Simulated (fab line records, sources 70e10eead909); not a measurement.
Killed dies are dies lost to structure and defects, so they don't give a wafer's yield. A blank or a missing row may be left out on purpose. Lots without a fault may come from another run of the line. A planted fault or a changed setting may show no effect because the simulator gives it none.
A struck lot beside a sound one | flow nand_harc | 13 steps out of a route of 1302
Sound: wafers L305.4, L305.5, L305.6. Struck: wafer L320.1. (L320.6 of the same lot was not struck and is left out.) The cause comes at the end.
At each step with rows: each side's tool, then ch and its chambers, then its first start. Under that, the readings that differ: sound wafers | struck wafers | difference of the means | sigmas: that difference in standard deviations of wafers without a fault.
alike: readings whose means differ by less than 2 such deviations, and words and numbers that are the same on both sides. not compared: withheld readings, readings that some wafer has no value for, bounds like >300 that may hide the same value, and numbers for which the record gives no deviation and whose values overlap.
The two part at a step that has a row with sigmas, a row that says differs or no value, or rows on one side only. Numbers that don't overlap but have no deviation are shown without sigmas and don't part them. A reading that every wafer of one side lacks parts them only if that side has two wafers or more.

first, 1 step without rows for these wafers: NHARC_A_WL_FILL_CVD_03 (deposits W, target thk 40 nm, time 279 s).
NHARC_A_WL_FILL_ETCHBACK_04: etches the open film in NF3, target depth 60 nm, time 120 s.
  sound on rie_metal-01 ch 0,1, day 19 15:08; struck on rie_metal-02 ch 0, day 25 18:48
  reading                | sound | struck | difference                   | sigmas
  rf_hours_counter_h (h) | - - - | 3.4    | no value on the sound wafers |
  alike: chamber_pressure_mTorr, drypump_motor_current_A, he_backside_leak_sccm, oes_product_au
NHARC_A_WL_FILL_ETCHBACK_05: etches the open film in Cl2/BCl3, target depth 22 nm, time 60 s.
  sound on rie_metal-01 ch 0,1, day 19 15:17; struck on rie_metal-02 ch 0, day 25 19:01
  reading                      | sound       | struck | difference                   | sigmas
  he_backside_leak_sccm (sccm) | 3.4 3.5 3.1 | 4.5    | +1.2                         | +3
  rf_hours_counter_h (h)       | - - -       | 3.5    | no value on the sound wafers |
  alike: chamber_pressure_mTorr, drypump_motor_current_A, oes_product_au
NHARC_A_WL_FILL_STRIP_27: strips in N2/H2, time 20 s.
  sound on plasma_asher-01 ch 0,1, day 19 15:27; struck on plasma_asher-02 ch 0, day 25 19:09
  reading                | sound | struck | difference                   | sigmas
  rf_hours_counter_h (h) | - - - | 1      | no value on the sound wafers |
  alike: drypump_motor_current_A, heater_power_w
then, 4 steps without rows for these wafers: NHARC_A_WL_FILL_STRIP_28 (strips in post etch residue remover, time 1200 s); NHARC_A_WL_FILL_PRECLEAN_06 (cleans in DIW, time 300 s); NHARC_A_WL_FILL_SRD_07; NHARC_A_WL_FILL_ANNEAL_08 (time 1800 s).
NHARC_A_WL_FILL_ALD_10: deposits SiO2, target thk 50 nm, pulse time 10 s, ald cycles 500.
  sound on ald_hk-01 ch 0,1, day 19 21:11; struck on ald_hk-01 ch 2, day 26 03:45
  alike: heater_power_outer_w, heater_power_w, precursor_pulse_height_rel
NHARC_A_WL_FILL_ETCHBACK_16: etches the open film in C4F8/O2/Ar, target depth 120 nm, time 24 s.
  sound on rie_diel-11 ch 0,3; struck on rie_diel-02 ch 0
  reading      | sound       | struck | difference | sigmas
  rf_vpp_V (V) | 731 730 726 | 722    | -7         | -2
  alike: bias_w, chamber_pressure_mTorr, oes_product_au
  not compared: rf_hours_counter_h
then, 1 step without rows for these wafers: NHARC_A_WL_FILL_STRIP_29 (strips in O2, time 20 s).
NHARC_A_WL_FILL_ETCHBACK_17: etches the open film in Cl2/BCl3, target depth 4 nm, time 26.7 s.
  sound on rie_metal-03 ch 0,1, day 20 01:32; struck on rie_metal-03 ch 0, day 26 07:32
  reading                | sound             | struck | difference                   | sigmas
  oes_product_au (a.u.)  | 0.996 0.997 0.990 | 1.440  | +0.446                       | +55
  rf_hours_counter_h (h) | - - -             | 1.5    | no value on the sound wafers |
  alike: chamber_pressure_mTorr, drypump_motor_current_A, he_backside_leak_sccm
then, 1 step without rows for these wafers: NHARC_A_WL_FILL_PRECLEAN_18 (cleans in dHF, time 30 s).

WHERE THEY PART
First at NHARC_A_WL_FILL_ETCHBACK_04; last, within this record, at NHARC_A_WL_FILL_ETCHBACK_17.

WHY: what the simulator had put in
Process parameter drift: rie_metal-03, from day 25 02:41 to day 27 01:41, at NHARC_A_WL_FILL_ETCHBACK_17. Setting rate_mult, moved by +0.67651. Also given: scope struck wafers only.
